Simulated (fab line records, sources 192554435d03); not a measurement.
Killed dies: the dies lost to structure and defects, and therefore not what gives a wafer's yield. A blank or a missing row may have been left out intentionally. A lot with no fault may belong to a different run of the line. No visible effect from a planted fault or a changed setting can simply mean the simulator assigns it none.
One fault seen from 2 desks | flow n5-finfet | each desk holds nothing but its own numbers, with what lay behind them at the end

== THE METROLOGY DESK ==
Lot by lot, what the gauges showed, no matter which tool ran the lot: averages of those sampled wafers that carry a number. Marked OUT: a lot whose mean sits more than 4 standard deviations from the usual mean, which makes it out of limits; the brackets give that distance. Only the readings that lie furthest out on some lot appear, 7 of the 10 it has.
Columns: A = DIBL_N at N5_BEOL_M4_RC_MEAS_101, usual 36.1 mV/V; B = IOFF_N at N5_BEOL_M4_RC_MEAS_101, usual 0.159 nA/um; C = IOFF_P at N5_BEOL_M4_RC_MEAS_101, usual 0.21 nA/um; D = ION_N at N5_BEOL_M4_RC_MEAS_101, usual 673 uA/um; E = SS_N at N5_BEOL_M4_RC_MEAS_101, usual 71.4 mV/dec; F = SS_P at N5_BEOL_M4_RC_MEAS_101, usual 73.2 mV/dec; G = VT_P at N5_BEOL_M4_RC_MEAS_101, usual -250 mV
lot  | first seen here | A    | B     | C    | D   | E    | F    | G
L429 | day 7 22:24     | 34.3 | 0.142 | 0.23 | 669 | 71.7 | 73.3 | -247
L440 | day 10 17:20    | 34.8 | 0.144 | 0.19 | 671 | 71.1 | 73.1 | -252
L441 | day 10 21:52    | 36.8 | 0.167 | 0.22 | 667 | 71.5 | 73.7 | -250
L444 | day 11 15:26    | 37.9 | 0.179 | 0.21 | 683 | 72.0 | 73.6 | -251
This desk's verdict: no lot among the 4 shows anything out of limits.

== DESK OF THE TOOL OWNER: epi-rpcvd-03 ==
The tool's own readings at N5_PMOS_HMC_CHANNEL_EPI_EPI_26 (deposits Si from SiH4/H2, target thk 3.8 nm, time 22.7 s): means of the sampled wafers that have a number, for each lot that ran on this tool. Marked OUT: a lot whose mean sits more than 4 standard deviations from the usual mean, which makes it out of limits; the brackets give that distance.
Columns: A = throttle-valve-pct at N5_PMOS_HMC_CHANNEL_EPI_EPI_26, usual 11.51 %
lot  | first seen here | A
L429 | day 1 19:38     | 11.22
L440 | day 4 14:19     | 11.37
L441 | day 4 19:59     | 11.39
This desk's verdict: no lot among the 3 shows anything out of limits.

== PUT TOGETHER ==
Metrology desk: nothing out of limits seen.
The tool owner's desk saw nothing out of limits.

== WHAT HAD BEEN PUT IN BY THE SIMULATOR ==
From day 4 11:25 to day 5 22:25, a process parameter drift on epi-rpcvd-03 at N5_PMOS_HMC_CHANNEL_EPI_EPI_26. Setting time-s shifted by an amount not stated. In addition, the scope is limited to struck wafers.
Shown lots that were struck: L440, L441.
